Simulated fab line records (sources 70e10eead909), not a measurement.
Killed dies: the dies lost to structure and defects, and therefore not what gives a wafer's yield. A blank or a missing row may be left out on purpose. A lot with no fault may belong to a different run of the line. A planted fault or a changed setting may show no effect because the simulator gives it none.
Chamber matching + flow nand-harc + NHARC_P_M0_DESCUM_14 on rie-diel-07 has 4 sister chambers
The step chemistry O2, time 3 s. 24 wafers are shown with their chamber, then 12 later ones without.

WAFERS, EACH WITH ITS CHAMBER
| wafer  | chamber | drypump-motor-current-A (A) | oes-product-au (a.u.) | rf-vpp-V (V) |
|--------|---------|-----------------------------|-----------------------|--------------|
| L077.3 | 0       | 5.7                         | 0.981                 | 57.6         |
| L077.5 | 1       | 5.0                         | 1.007                 | 59.1         |
| L077.6 | 0       | 5.7                         | 0.973                 | 56.8         |
| L081.2 | 2       | 5.6                         | 0.998                 | 55.8         |
| L081.5 | 2       | 5.6                         | 1.001                 | 54.5         |
| L081.6 | 1       | 5.0                         | 0.979                 | 57.9         |
| L084.2 | 0       | 5.7                         | 0.985                 | 56.0         |
| L084.3 | 1       | 5.0                         | 0.995                 | 59.0         |
| L084.4 | 3       | 5.6                         | 0.991                 | 57.8         |
| L084.1 | 2       | 5.7                         | 0.996                 | 57.4         |
| L084.5 | 3       | 5.6                         | 1.001                 | 56.6         |
| L084.6 | 0       | 5.7                         | 0.981                 | 57.0         |
| L087.1 | 3       | 5.5                         | 0.990                 | 56.8         |
| L087.3 | 0       | 5.7                         | 0.989                 | 56.8         |
| L087.5 | 2       | 5.7                         | 0.997                 | 56.5         |
| L086.1 | 1       | 5.0                         | 1.002                 | 58.9         |
| L086.5 | 3       | 5.5                         | 0.999                 | 58.3         |
| L086.6 | 2       | 5.6                         | 0.997                 | 57.3         |
| L090.1 | 1       | 5.0                         | 0.997                 | 57.1         |
| L090.3 | 3       | 5.5                         | 0.993                 | 57.4         |
| L090.5 | 0       | 5.7                         | 0.983                 | 57.6         |
| L096.1 | 1       | 5.0                         | 1.008                 | 57.7         |
| L096.2 | 0       | 5.7                         | 0.990                 | 57.0         |
| L096.5 | 2       | 5.6                         | 0.994                 | 55.9         |

SIGNATURES (means of the wafers above)
| reading                 | chamber 0 | chamber 1 | chamber 2 | chamber 3 | scatter within a chamber |
|-------------------------|-----------|-----------|-----------|-----------|--------------------------|
| drypump-motor-current-A | 5.700     | 5.000     | 5.633     | 5.540     | 0.0356                   |
| oes-product-au          | 0.98314   | 0.99800   | 0.99717   | 0.99480   | 0.00667                  |
| rf-vpp-V                | 56.971    | 58.283    | 56.233    | 57.380    | 0.809                    |
Rule: a wafer lies at a distance from a chamber equal to the root of the sum of squares, over the readings, of (its reading less the chamber's mean, divided by the reading's scatter). The wafer belongs to the nearest chamber; if the next one is less than 2 further off, it can't be placed. How the scatter is found: for the shown wafers, subtract from each reading the mean of its chamber, square and add these, divide the total by (wafers less chambers), then take the root.

WAFERS WHOSE CHAMBER IS MISSING
| wafer  | drypump-motor-current-A (A) | oes-product-au (a.u.) | rf-vpp-V (V) |
|--------|-----------------------------|-----------------------|--------------|
| L095.1 | 5.7                         | 0.990                 | 58.6         |
| L095.2 | 5.0                         | 1.012                 | 58.6         |
| L095.3 | 5.7                         | 1.003                 | 58.1         |
| L095.4 | 5.5                         | 1.013                 | 57.9         |
| L095.5 | 5.0                         | 1.010                 | 57.8         |
| L095.6 | 5.7                         | 1.007                 | 56.2         |
| L097.3 | 5.5                         | 1.026                 | 57.5         |
| L097.4 | 5.6                         | 0.976                 | 58.6         |
| L097.6 | 5.6                         | 0.988                 | 56.6         |
| L097.1 | 5.7                         | 0.993                 | 56.7         |
| L097.2 | 5.0                         | 0.998                 | 57.3         |
| L097.5 | 5.5                         | 1.010                 | 57.4         |

THE CHAMBER EACH PASSED THROUGH
| wafer  | from the rows above          | in truth |
|--------|------------------------------|----------|
| L095.1 | can't be placed: 0 or 2      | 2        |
| L095.2 | 1                            | 1        |
| L095.3 | can't be placed: 2 or 0 or 3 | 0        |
| L095.4 | can't be placed: 3 or 2      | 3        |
| L095.5 | 1                            | 1        |
| L095.6 | can't be placed: 2 or 0      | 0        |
| L097.3 | can't be placed: 3 or 2      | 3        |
| L097.4 | can't be placed: 3 or 0 or 2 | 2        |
| L097.6 | can't be placed: 2 or 3 or 0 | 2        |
| L097.1 | can't be placed: 0 or 2      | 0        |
| L097.2 | 1                            | 1        |
| L097.5 | can't be placed: 3 or 2      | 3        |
Placed correctly: 3 of 12. Can't be placed from these rows: 9 (the true chamber is among the candidates in 9). 0 placed wrongly.
